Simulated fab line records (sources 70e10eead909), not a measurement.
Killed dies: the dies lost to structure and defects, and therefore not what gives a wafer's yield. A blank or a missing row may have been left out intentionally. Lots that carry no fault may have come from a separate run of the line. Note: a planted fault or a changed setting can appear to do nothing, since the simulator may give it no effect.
A lot that was struck, set against a sound lot | flow nand harc | 26 steps out of a route of 1302
Sound: wafers L528.1, L528.3, L528.6. Struck: wafers L522.1, L522.3, L522.5. At the end, the cause is stated.
Order at every step that has rows: each side's tool, ch and its chambers, its first start. Under that, the readings that differ: sound wafers | struck wafers | difference of the means | sigmas: that difference in standard deviations of wafers without a fault.
alike: readings whose means differ by less than 2 such deviations, and words and numbers that are the same on both sides. not compared: withheld readings, readings that some wafer has no value for, bounds like >300 that may hide the same value, and numbers for which the record gives no deviation and whose values overlap.
A row with sigmas, a row that says differs or no value, or rows on one side alone: a step with any of these is where the two part. Non-overlapping numbers with no deviation appear without sigmas and do not part them. Lack of a reading on every wafer of one side parts them only where that side has two or more wafers.

NHARC_P_ZERO_WELL_INSPECT_43:
  sound on defect inspect-01 at day 5 21:47; struck on defect inspect-02 at day 3 09:34
  alike: raw defect count
then, 11 steps without rows for these wafers: NHARC_P_STI_ETCH_26 (etches SiO2 in dHF, target depth 11 nm); NHARC_P_STI_PRECLEAN_27 (cleans in SC1); NHARC_P_STI_SRD_28; NHARC_P_STI_OXIDE_29 (material SiO2, target thk 10 nm, ox time 1362 s); NHARC_P_STI_HM_DEP_30 (deposits Si3N4, target thk 80 nm, time 873 s); NHARC_P_STI_DEHYDRATE_01 (time 120 s); NHARC_P_STI_HMDS_02 (time 30 s); NHARC_P_STI_COAT_41 (time 65 s); NHARC_P_STI_COAT_03 (resist thk 600 nm); NHARC_P_STI_SOFTBAKE_04 (time 70 s); NHARC_P_STI_EBR_05.
NHARC_P_STI_EXPOSE_06: exposes mask P STI, target cd 200 nm.
  sound on krf scanner-01 ch 0, day 6 13:05; struck on krf scanner-01 ch 0, day 4 02:47
  reading | sound                   | struck                           | difference | sigmas
  mask    | P_STI#0 P_STI#0 P_STI#0 | P_STI_R1#0 P_STI_R1#0 P_STI_R1#0 | differs    |
then, 2 steps without rows for these wafers: NHARC_P_STI_PEB_07 (peb time 80 s); NHARC_P_STI_DEVELOP_08 (time 50 s).
NHARC_P_STI_CD_MEAS_09: target cd 200 nm.
  sound on cd sem-02 ch 0, day 6 13:15; struck on cd sem-01 ch 0
  reading    | sound       | struck      | difference | sigmas
  cd nm (nm) | 198 196 194 | 192 186 189 | -7         | -2
  not compared: hold
NHARC_P_STI_OVL_MEAS_10:
  sound on overlay-02 at day 6 13:20; struck on overlay-01 at day 4 05:38
  reading           | sound | struck                                                                     | difference                   | sigmas
  hold              | - - - | await dispo/2.4h/release await dispo/2.4h/release await dispo/2.4h/release | no value on the sound wafers |
  overlay y nm (nm) | 7 8 7 | -12 -12 -12                                                                | -19                          | -3
  alike: overlay x nm
NHARC_P_STI_INSPECT_11:
  sound on defect inspect-01 at day 6 13:22; struck on defect inspect-02 at day 4 05:40
  alike: raw defect count
then, 1 step without rows for these wafers: NHARC_P_STI_HARDBAKE_13 (time 65 s).
NHARC_P_STI_DESCUM_14: chemistry O2, time 3 s.
  sound on rie diel-08 ch 1,3, day 6 13:31; struck on rie diel-09 ch 2,3, day 4 05:48
  reading                | sound           | struck            | difference | sigmas
  model.P_STI.cd nm (nm) | 198.1 195.3 195 | 192.4 186.7 188.9 | -6.8       |
  alike: drypump motor current A, oes product au, rf vpp V, showerhead plenum p Torr, throttle valve pct
  not compared: rf hours counter h
NHARC_P_STI_ETCH_42: etches the open film in N2/H2, target depth 80 nm, overetch 24 nm, time 61 s.
  sound on rie diel-08 ch 1,2, day 6 13:37; struck on rie diel-09 ch 0,1,2, day 4 05:54
  alike: drypump motor current A, n2 flow sccm, oes product au, rf vpp V, showerhead plenum p Torr, throttle valve pct
  not compared: rf hours counter h
NHARC_P_STI_ETCH_31: etches the open film in CF4/CHF3, target depth 108.9 nm, time 54.5 s.
  sound: rie diel-08 ch 1,2; struck: rie diel-09 ch 0,2,3
  alike: drypump motor current A, oes product au, rf vpp V, showerhead plenum p Torr, throttle valve pct
  not compared: rf hours counter h
NHARC_P_STI_ETCH_15: etches the open film in HBr/Cl2, target depth 300 nm, time 100.1 s.
  sound on rie si-06 ch 0,2,3, day 6 13:49; struck on rie si-04 ch 1,3, day 4 06:05
  reading                | sound             | struck          | difference | sigmas
  model.P_STI.cd nm (nm) | 197.9 192.2 194.4 | 191.7 186 188.3 | -6.2       |
  alike: drypump motor current A, oes product au, throttle valve pct
  not compared: rf hours counter h
NHARC_P_STI_CD_MEAS_16:
  sound on cd sem-03 at day 6 13:59; struck on cd sem-01 at day 4 06:26
  alike: cd nm
  not compared: hold
NHARC_P_STI_OCD_MEAS_17:
  sound on ocd-01 at day 6 14:04; struck on ocd-01 at day 4 12:41
  reading                | sound       | struck      | difference | sigmas
  trench foot cd nm (nm) | 156 154 153 | 151 143 147 | -7         | -2
  alike: trench depth nm
  not compared: hold
-- break in the record here, with 22 days between the starts of the struck wafers on either side (left off in module P_STI, picked up again in module END, where the first step shown is number 1302 on the route) --
NHARC_END_SORT_01:
  sound on prober-01 ch 0, day 28 08:29; struck on prober-02 ch 0, day 26 04:20
  reading             | sound    | struck | difference | sigmas
  killed at periphery | 0 0 0    | 11     | +11        | +4
  killed dies         | 57 67 53 | 107    | +48        | +2
  alike: killed at array, killed at other, killed open, killed short

WHERE THEY PART
First at NHARC_P_STI_EXPOSE_06; last, within this record, at NHARC_END_SORT_01.

WHY: whatever the simulator had introduced
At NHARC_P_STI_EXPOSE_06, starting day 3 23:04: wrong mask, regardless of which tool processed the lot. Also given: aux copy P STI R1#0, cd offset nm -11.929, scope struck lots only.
